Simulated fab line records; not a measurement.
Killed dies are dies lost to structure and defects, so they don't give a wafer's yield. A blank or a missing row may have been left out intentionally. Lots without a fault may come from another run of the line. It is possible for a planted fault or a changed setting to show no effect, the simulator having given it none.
Matching of chambers / flow n5-finfet / N5_BEOL_M15_DESCUM_15 on rie-diel-03 has 4 sister chambers
The step chemistry O2, time 7.9 s. 20 wafers are shown with their chamber, then 10 later ones without.

== WAFERS PAIRED WITH THEIR CHAMBERS ==
wafer=L078.3; chamber=0; showerhead-plenum-p-Torr (Torr)=2.04; drypump-motor-current-A (A)=6.6; throttle-valve-pct (%)=20.34
wafer=L078.4; chamber=1; showerhead-plenum-p-Torr (Torr)=2.17; drypump-motor-current-A (A)=5.9; throttle-valve-pct (%)=20.69
wafer=L078.5; chamber=0; showerhead-plenum-p-Torr (Torr)=2.04; drypump-motor-current-A (A)=6.6; throttle-valve-pct (%)=20.34
wafer=L076.2; chamber=3; showerhead-plenum-p-Torr (Torr)=2.05; drypump-motor-current-A (A)=5.3; throttle-valve-pct (%)=20.40
wafer=L076.4; chamber=1; showerhead-plenum-p-Torr (Torr)=2.17; drypump-motor-current-A (A)=5.9; throttle-valve-pct (%)=20.68
wafer=L076.6; chamber=0; showerhead-plenum-p-Torr (Torr)=2.04; drypump-motor-current-A (A)=6.6; throttle-valve-pct (%)=20.35
wafer=L079.1; chamber=2; showerhead-plenum-p-Torr (Torr)=2.00; drypump-motor-current-A (A)=5.3; throttle-valve-pct (%)=20.55
wafer=L079.2; chamber=0; showerhead-plenum-p-Torr (Torr)=2.04; drypump-motor-current-A (A)=6.7; throttle-valve-pct (%)=20.35
wafer=L079.6; chamber=1; showerhead-plenum-p-Torr (Torr)=2.17; drypump-motor-current-A (A)=6.0; throttle-valve-pct (%)=20.68
wafer=L080.1; chamber=2; showerhead-plenum-p-Torr (Torr)=2.00; drypump-motor-current-A (A)=5.3; throttle-valve-pct (%)=20.57
wafer=L080.2; chamber=3; showerhead-plenum-p-Torr (Torr)=2.04; drypump-motor-current-A (A)=5.4; throttle-valve-pct (%)=20.42
wafer=L080.5; chamber=0; showerhead-plenum-p-Torr (Torr)=2.04; drypump-motor-current-A (A)=6.6; throttle-valve-pct (%)=20.37
wafer=L083.1; chamber=1; showerhead-plenum-p-Torr (Torr)=2.17; drypump-motor-current-A (A)=5.9; throttle-valve-pct (%)=20.69
wafer=L083.2; chamber=0; showerhead-plenum-p-Torr (Torr)=2.04; drypump-motor-current-A (A)=6.6; throttle-valve-pct (%)=20.37
wafer=L083.3; chamber=2; showerhead-plenum-p-Torr (Torr)=2.00; drypump-motor-current-A (A)=5.3; throttle-valve-pct (%)=20.57
wafer=L083.4; chamber=3; showerhead-plenum-p-Torr (Torr)=2.04; drypump-motor-current-A (A)=5.3; throttle-valve-pct (%)=20.42
wafer=L083.5; chamber=3; showerhead-plenum-p-Torr (Torr)=2.04; drypump-motor-current-A (A)=5.4; throttle-valve-pct (%)=20.42
wafer=L083.6; chamber=0; showerhead-plenum-p-Torr (Torr)=2.04; drypump-motor-current-A (A)=6.7; throttle-valve-pct (%)=20.36
wafer=L087.3; chamber=1; showerhead-plenum-p-Torr (Torr)=2.16; drypump-motor-current-A (A)=6.0; throttle-valve-pct (%)=20.70
wafer=L087.4; chamber=3; showerhead-plenum-p-Torr (Torr)=2.04; drypump-motor-current-A (A)=5.3; throttle-valve-pct (%)=20.45

SIGNATURES (averages over the wafers above)
reading=showerhead-plenum-p-Torr; chamber 0=2.0400; chamber 1=2.1680; chamber 2=2.0000; chamber 3=2.0420; scatter within a chamber=0.00316
reading=drypump-motor-current-A; chamber 0=6.629; chamber 1=5.940; chamber 2=5.300; chamber 3=5.340; scatter within a chamber=0.0489
reading=throttle-valve-pct; chamber 0=20.3543; chamber 1=20.6880; chamber 2=20.5633; chamber 3=20.4220; scatter within a chamber=0.0132
Rule: for a wafer and a chamber, the distance is found by dividing, reading by reading, the gap between the wafer's reading and the chamber's mean by the reading's scatter, squaring, summing and taking the root. The wafer belongs to the nearest chamber; if the next one is less than 2 further off, it can't be placed. How the scatter is found: for the shown wafers, subtract from each reading the mean of its chamber, square and add these, divide the total by (wafers less chambers), then take the root.

== WAFERS WITHOUT THEIR CHAMBER ==
wafer=L087.6; showerhead-plenum-p-Torr (Torr)=2.00; drypump-motor-current-A (A)=5.3; throttle-valve-pct (%)=20.58
wafer=L091.1; showerhead-plenum-p-Torr (Torr)=2.00; drypump-motor-current-A (A)=5.3; throttle-valve-pct (%)=20.58
wafer=L091.3; showerhead-plenum-p-Torr (Torr)=2.03; drypump-motor-current-A (A)=6.7; throttle-valve-pct (%)=20.38
wafer=L091.6; showerhead-plenum-p-Torr (Torr)=2.03; drypump-motor-current-A (A)=6.7; throttle-valve-pct (%)=20.39
wafer=L096.1; showerhead-plenum-p-Torr (Torr)=2.03; drypump-motor-current-A (A)=6.7; throttle-valve-pct (%)=20.39
wafer=L096.2; showerhead-plenum-p-Torr (Torr)=2.16; drypump-motor-current-A (A)=5.9; throttle-valve-pct (%)=20.75
wafer=L096.3; showerhead-plenum-p-Torr (Torr)=1.99; drypump-motor-current-A (A)=5.3; throttle-valve-pct (%)=20.59
wafer=L096.4; showerhead-plenum-p-Torr (Torr)=2.04; drypump-motor-current-A (A)=5.3; throttle-valve-pct (%)=20.44
wafer=L096.5; showerhead-plenum-p-Torr (Torr)=1.99; drypump-motor-current-A (A)=5.3; throttle-valve-pct (%)=20.63
wafer=L096.6; showerhead-plenum-p-Torr (Torr)=2.16; drypump-motor-current-A (A)=6.0; throttle-valve-pct (%)=20.72

== EACH ONE'S CHAMBER ==
wafer=L087.6; from the rows above=2; in truth=2
wafer=L091.1; from the rows above=2; in truth=2
wafer=L091.3; from the rows above=0; in truth=0
wafer=L091.6; from the rows above=0; in truth=0
wafer=L096.1; from the rows above=0; in truth=0
wafer=L096.2; from the rows above=1; in truth=1
wafer=L096.3; from the rows above=2; in truth=2
wafer=L096.4; from the rows above=3; in truth=3
wafer=L096.5; from the rows above=2; in truth=2
wafer=L096.6; from the rows above=1; in truth=1
Correct placement for 10 of the 10. Left unplaced by these rows: 0. Number placed wrongly: 0.
